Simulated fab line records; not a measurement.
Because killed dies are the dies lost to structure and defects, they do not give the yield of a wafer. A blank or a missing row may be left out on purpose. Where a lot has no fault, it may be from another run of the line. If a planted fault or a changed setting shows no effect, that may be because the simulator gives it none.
Which tool was responsible?	flow n5 finfet	10 lots, 26 wafers sampled, at 5 steps of a route of 1938

== WHAT EACH GAUGE READ, for each wafer ==
N5_BEOL_M4_RC_MEAS_101. Usual: CJ_P 5.79, standard deviation 0.18; DIBL_N 35.8 mV/V, standard deviation 1.5; DIBL_P 35.9 mV/V, standard deviation 1.8; IOFF_N 0.152 nA/um, standard deviation 0.025; IOFF_P 0.21 nA/um, standard deviation 0.031; ION_N 672 uA/um, standard deviation 11; ION_P 462 uA/um, standard deviation 7.4; REXT_P 101.0 ohm.um, standard deviation 2.3; SS_N 71.5 mV/dec, standard deviation 0.52; SS_P 73.2 mV/dec, standard deviation 0.54; VT_N 250 mV, standard deviation 3; VT_P -250 mV, standard deviation 3.3; VT_P_LVT -99 mV, standard deviation 3.1.
lot	measured	on	CJ_P	DIBL_N (mV/V)	DIBL_P (mV/V)	IOFF_N (nA/um)	IOFF_P (nA/um)	ION_N (uA/um)	ION_P (uA/um)	REXT_P (ohm.um)	SS_N (mV/dec)	SS_P (mV/dec)	VT_N (mV)	VT_P (mV)	VT_P_LVT (mV)	flag
L512	day 9 07:46	prober-01	5.95 5.61 6.05	33.9 34.9 34.1	34.8 35.9 35.4	0.122 0.143 0.125	0.16 0.17 0.16	670 674 665	457 452 459	104.7 104.0 104.6	70.9 70.7 71.5	72.9 73.0 72.6	250 251 251	-254 -252 -256	-103 -102 -103	
L513	day 9 10:22	prober-02	5.96 5.58 5.98	36.1 36.7 36.1	34.1 34.2 35.3	0.143 0.153 0.155	0.20 0.20 0.22	678 659 664	465 449 461	97.0 97.9 98.8	71.3 71.6 70.4	73.3 73.1 73.9	251 249 248	-249 -247 -247	-98 -100 -98	
L515	day 9 17:10	prober-02	5.76 5.68 5.59	37.0 37.5 35.0	36.6 37.7 33.7	0.143 0.146 0.112	0.19 0.19 0.14	670 665 661	459 453 450	103.5 103.5 105.7	71.6 71.9 71.4	73.8 74.1 72.9	252 254 256	-255 -255 -259	-104 -104 -108	
L516	day 9 23:46	prober-02	5.89 5.91	34.6 36.3	34.5 36.1	0.115 0.146	0.15 0.18	652 669	449 463	105.9 105.1	71.6 71.1	72.3 72.7	256 252	-255 -253	-103 -101	
L517	day 10 14:59	prober-01	5.83 5.99 5.69	35.9 36.2 35.8	35.9 36.9 36.0	0.158 0.169 0.161	0.21 0.23 0.21	673 684 685	464 469 466	101.1 100.0 101.3	71.3 71.0 70.9	72.6 73.7 73.8	248 248 248	-245 -248 -251	-98 -98 -99	
L518	day 10 23:31	prober-01	5.89 5.61 5.92	37.8 37.7 37.9	35.5 35.1 34.9	0.148 0.151 0.149	0.21 0.21 0.20	669 666 662	458 459 451	101.3 102.8 102.8	71.3 72.1 72.2	73.0 72.7 73.3	250 253 255	-247 -249 -250	-99 -99 -99	
L520	day 10 20:46	prober-01	6.25 6.02 5.83	37.1 34.2 35.5	37.8 34.8 36.5	0.177 0.128 0.145	0.23 0.18 0.20	667 677 672	458 467 459	97.4 95.6 96.1	71.3 71.8 71.3	74.7 73.7 74.1	248 252 251	-248 -250 -253	-98 -100 -99	
L522	day 11 06:28	prober-01	5.90 2.60	35.0 35.9	34.8 33.8	0.141 0.164	0.19 0.13	677 678	463 388	99.6 113.1	71.7 71.9	72.9 73.2	249 248	-253 -260	-98 -108	OFF
L524	day 11 23:43	prober-01	2.51 5.80	37.7 36.0	35.9 35.8	0.218 0.172	0.18 0.23	700 676	403 465	117.4 103.5	72.0 71.6	73.8 72.8	244 245	-254 -248	-104 -96	OFF
L526	day 12 07:54	prober-02	5.72 2.34	35.5 34.1	37.1 33.3	0.182 0.154	0.24 0.13	682 675	460 382	98.0 113.5	71.9 71.2	73.3 72.2	247 250	-247 -259	-98 -109	OFF

== WHAT TOOL EACH LOT RAN ON (gives the tool, then ch and the chambers of the sampled wafers, and finally the start) ==
lot	N5_SD_EPI_P_SD_RECESS_17	N5_BEOL_M4_SPUTTER_86	N5_BEOL_M4_ANNEAL_87	N5_BEOL_M4_SPUTTER_96
L512	rie si-06 ch 0,2,3, day 4 06:28	pvd sputter-02, day 9 05:23	pvd sputter-02, day 9 05:28	pvd sputter-02, day 9 06:29
L513	rie si-05 ch 0,2, day 4 14:20	pvd sputter-03, day 9 08:01	pvd sputter-03, day 9 08:05	pvd sputter-03, day 9 09:07
L515	rie si-06 ch 0,1, day 5 03:34	pvd sputter-03, day 9 14:39	pvd sputter-03, day 9 14:44	pvd sputter-03, day 9 15:45
L516	rie si-01 ch 2,3, day 5 07:31	pvd sputter-01, day 9 21:25	pvd sputter-01, day 9 21:29	pvd sputter-01, day 9 22:31
L517	rie si-06 ch 0,1,2, day 5 12:19	pvd sputter-01, day 10 12:31	pvd sputter-01, day 10 12:35	pvd sputter-01, day 10 13:37
L518	rie si-06 ch 0,2, day 5 21:19	pvd sputter-01, day 10 21:01	pvd sputter-01, day 10 21:05	pvd sputter-01, day 10 22:07
L520	rie si-06 ch 0,2, day 6 08:29	pvd sputter-02, day 10 18:32	pvd sputter-02, day 10 18:37	pvd sputter-02, day 10 19:38
L522	rie si-06 ch 2, day 6 18:32	pvd sputter-03, day 11 03:55	pvd sputter-03, day 11 04:00	pvd sputter-03, day 11 05:01
L524	rie si-06 ch 1,2, day 7 05:28	pvd sputter-02, day 11 21:30	pvd sputter-02, day 11 21:35	pvd sputter-02, day 11 22:36
L526	rie si-06 ch 2,3, day 7 16:35	pvd sputter-01, day 12 05:13	pvd sputter-01, day 12 05:17	pvd sputter-01, day 12 06:19
- N5_SD_EPI_P_SD_RECESS_17: chemistry HBr/Cl2/O2, target depth 39.1 nm, bt time 3 s.
- N5_BEOL_M4_SPUTTER_86: material Cu, target thk 4.5 nm, time 8.29 s.
- N5_BEOL_M4_ANNEAL_87: time 240 s.
- N5_BEOL_M4_SPUTTER_96: material Cu, target thk 4.5 nm, time 8.29 s.

== WHAT THE TOOLS THEMSELVES READ (means of the sampled wafers that have a number; where no wafer has one, the mark that the record gives instead) ==
N5_SD_EPI_P_SD_RECESS_17. Usual: bias w 112.00 W, standard deviation 0.29; drypump motor current A 6.0 A, standard deviation 0.52; he backside leak sccm 2.78 sccm, standard deviation 0.28; oes_o_777_au 1.005 a.u., standard deviation 0.018; oes product au 1.003 a.u., standard deviation 0.016; throttle valve pct 36.9 %, standard deviation 0.35.
lot	tool	bias w (W)	drypump motor current A (A)	he backside leak sccm (sccm)	oes_o_777_au (a.u.)	oes product au (a.u.)	throttle valve pct (%)	flag
L512	rie si-06	112.19	6.0	2.84	1.000	0.999	36.9	
L513	rie si-05	112.06	5.4	2.75	0.994	0.987	36.8	
L515	rie si-06	111.66	6.1	2.56	1.025	1.024	36.6	
L516	rie si-01	111.82	5.4	2.54	1.025	1.026	36.6	
L517	rie si-06	112.16	6.1	2.72	1.018	1.010	36.7	
L518	rie si-06	112.12	5.9	2.61	1.024	1.015	36.7	
L520	rie si-06	112.29	5.9	2.62	1.025	1.017	36.7	
L522	rie si-06	112.19	5.9	2.73	1.005	0.995	36.8	
L524	rie si-06	112.15	6.2	2.62	1.003	0.992	36.5	
L526	rie si-06	112.06	6.0	2.61	1.000	1.011	37.0	

N5_BEOL_M4_SPUTTER_86. Usual: chuck gas flow sccm 1.26 sccm, standard deviation 0.05; susceptor temp C -20.01 C, standard deviation 0.11; throttle valve pct 30.4 %, standard deviation 1.
lot	tool	chuck gas flow sccm (sccm)	susceptor temp C (C)	throttle valve pct (%)	flag
L512	pvd sputter-02	1.32	-20.02	29.8	
L513	pvd sputter-03	1.23	-20.06	30.0	
L515	pvd sputter-03	1.25	-19.99	29.8	
L516	pvd sputter-01	1.29	-20.02	30.9	
L517	pvd sputter-01	1.30	-20.03	31.0	
L518	pvd sputter-01	1.22	-19.92	30.0	
L520	pvd sputter-02	1.26	-19.87	30.8	
L522	pvd sputter-03	1.25	-20.09	30.8	
L524	pvd sputter-02	1.28	-20.05	31.2	
L526	pvd sputter-01	1.23	-20.06	30.0	

N5_BEOL_M4_ANNEAL_87. Usual: heater power w 813 W, standard deviation 110; susceptor temp C 400.02 C, standard deviation 0.22.
lot	tool	heater power w (W)	susceptor temp C (C)	flag
L512	pvd sputter-02	917	400.00	
L513	pvd sputter-03	885	399.96	
L515	pvd sputter-03	842	399.92	
L516	pvd sputter-01	764	400.22	
L517	pvd sputter-01	764	400.08	
L518	pvd sputter-01	748	399.95	
L520	pvd sputter-02	851	400.02	
L522	pvd sputter-03	958	400.21	
L524	pvd sputter-02	806	400.30	
L526	pvd sputter-01	708	399.76	

N5_BEOL_M4_SPUTTER_96. Usual: chuck gas flow sccm 1.26 sccm, standard deviation 0.052; susceptor temp C -20.01 C, standard deviation 0.1; throttle valve pct 30.4 %, standard deviation 1.
lot	tool	chuck gas flow sccm (sccm)	susceptor temp C (C)	throttle valve pct (%)	flag
L512	pvd sputter-02	1.24	-20.00	30.1	
L513	pvd sputter-03	1.27	-20.03	29.7	
L515	pvd sputter-03	1.26	-19.96	29.8	
L516	pvd sputter-01	1.29	-20.01	30.7	
L517	pvd sputter-01	1.27	-20.01	31.0	
L518	pvd sputter-01	1.25	-20.06	29.9	
L520	pvd sputter-02	1.24	-19.99	30.8	
L522	pvd sputter-03	1.27	-19.91	30.6	
L524	pvd sputter-02	1.30	-19.98	31.4	
L526	pvd sputter-01	1.25	-19.98	30.2	

== THE ANSWER, worked out from the rows above alone ==
Rule: lot off if the mean of its wafers having a number is beyond 3 standard deviations from the usual mean. Also off: a lot with no number at a reading for which 4 or more lots have one. Any other lot the step has rows for is counted as sound. First the gauges in route order, then the tools' own readings, where a lot's mean is used as printed above. At the first step where some lot is off, the reading lying furthest off is the one used; lots without a number count as furthest.
Off: L522, L524, L526, seen at N5_BEOL_M4_RC_MEAS_101 (CJ_P).
If a tool, at a process step before that reading, ran all the lots that are off and no sound lot after the first of them, it fits. Gauges at N5_BEOL_M4_RC_MEAS_101: tried the same way as those tools. One candidate fits, namely rie si-06 at N5_SD_EPI_P_SD_RECESS_17. A fault onset in the window from L520 (day 6 08:29, its last sound lot) to L522 (day 6 18:32, its first lot off) fits.

== WHAT WAS PUT IN BY THE SIMULATOR ==
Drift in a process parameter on rie si-06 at N5_SD_EPI_P_SD_RECESS_17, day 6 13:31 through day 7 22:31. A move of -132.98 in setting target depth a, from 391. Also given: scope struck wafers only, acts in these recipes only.
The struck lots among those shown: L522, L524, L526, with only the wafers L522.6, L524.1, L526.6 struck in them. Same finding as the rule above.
